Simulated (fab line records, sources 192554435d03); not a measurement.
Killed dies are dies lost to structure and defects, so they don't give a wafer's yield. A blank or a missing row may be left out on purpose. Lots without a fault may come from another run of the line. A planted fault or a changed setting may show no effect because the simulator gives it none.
Split-lot experiment | flow n5_finfet | 7 lots, 21 wafers read, on a route of 1938 steps

THE SPLIT
At N5_BEOL_M7_VIA_ETCH_34 (etches SiCOH lowk in C4F6/O2, target depth 125.5 nm, time 50.5 s), the setting bias_w was moved away from the recipe's 185 W on 5 of the 21 wafers read, by -7.8% to +16.3%. The other wafers ran this setting at the recipe's value.

The reading is taken at the split's own step.

THE READING
rf_vpp_V, in V, at N5_BEOL_M7_VIA_ETCH_34 (etches SiCOH lowk in C4F6/O2, target depth 125.5 nm, time 50.5 s). Fault-free wafers of this fab line usually give 668 V, standard deviation 12 V.

wafer  | tool, chamber at the split | bias_w as run, W | against the recipe | rf_vpp_V, V | against lot-mates on the recipe
L074.3 | rie_diel-04, 1             | 185              | recipe             | 651         | -
L074.4 | rie_diel-04, 0             | 185              | recipe             | 646         | -
L074.6 | rie_diel-04, 0             | 215.2            | +16.3%             | 728         | +80
L075.1 | rie_diel-04, 3             | 185              | recipe             | 653         | -
L075.3 | rie_diel-04, 0             | 203.4            | +9.9%              | 697         | +44
L075.4 | rie_diel-04, 1             | 203.4            | +9.9%              | 701         | +48
L077.1 | rie_diel-04, 2             | 185              | recipe             | 679         | -
L077.3 | rie_diel-04, 3             | 185              | recipe             | 652         | -
L077.6 | rie_diel-04, 2             | 185              | recipe             | 679         | -
L085.2 | rie_diel-06, 3             | 185              | recipe             | 670         | -
L085.3 | rie_diel-06, 1             | 185              | recipe             | 667         | -
L085.4 | rie_diel-06, 3             | 185              | recipe             | 670         | -
L086.2 | rie_diel-06, 0             | 185              | recipe             | 678         | -
L086.3 | rie_diel-06, 3             | 185              | recipe             | 672         | -
L086.5 | rie_diel-06, 3             | 185              | recipe             | 671         | -
L089.1 | rie_diel-06, 0             | 185              | recipe             | 679         | -
L089.4 | rie_diel-06, 3             | 198.5            | +7.3%              | 709         | +36
L089.6 | rie_diel-06, 1             | 185              | recipe             | 668         | -
L093.1 | rie_diel-04, 1             | 185              | recipe             | 659         | -
L093.5 | rie_diel-04, 1             | 185              | recipe             | 659         | -
L093.6 | rie_diel-04, 0             | 170.5            | -7.8%              | 604         | -55

THE FIT
A straight line over all 21 wafers: rf_vpp_V changes by +4.41 V for each +1% of bias_w; r = +0.88; the points scatter about the line by 12 V.
The same after taking each lot's own level away (the mean of its wafers on the recipe; 21 wafers): +5.1 V for each +1%; r = +0.97; scatter 6.7 V.
On that fit, the largest move of bias_w shifts the reading by 83 V.
The lots' own levels span 648.5 to 673.7 V, that is 2.1 times the standard deviation above.
So the lot-to-lot level changes the slope: the two fits differ.
Check: with one of the wafers moved furthest among these (+16.3%) left out of the fit, the line predicts +83.9 V for it against its lot-mates. It came out at +79.5 V against them.
Tool readings at the split's step, against how far the setting was moved: rf_vpp_V r = +0.88.

OTHER SPLITS ON THESE WAFERS
These wafers also went through other splits before the reading. Each is held against what the fit with the lots' levels taken away leaves over:
other split on the same wafers | wafers away from the commonest value | r with rf_vpp_V (lot level and that fit taken away)
N5_BEOL_M5_EXPOSE_25 dose_mj   | 4                                    | -0.34
N5_BEOL_M6_COAT_22 spin_rpm    | 7                                    | -0.11
N5_BEOL_M6_EXPOSE_25 dose_mj   | 10                                   | -0.23
N5_BEOL_M6_ETCH_66 bias_w      | 8                                    | -0.37
N5_BEOL_M6_VIA_ETCH_34 time_s  | 6                                    | +0.21
N5_BEOL_M7_ETCH_66 time_s      | 3                                    | +0.13

THE FILE'S OWN FIT
rf_vpp_V changes by +5.09 V for each +1% of bias_w, r = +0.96.
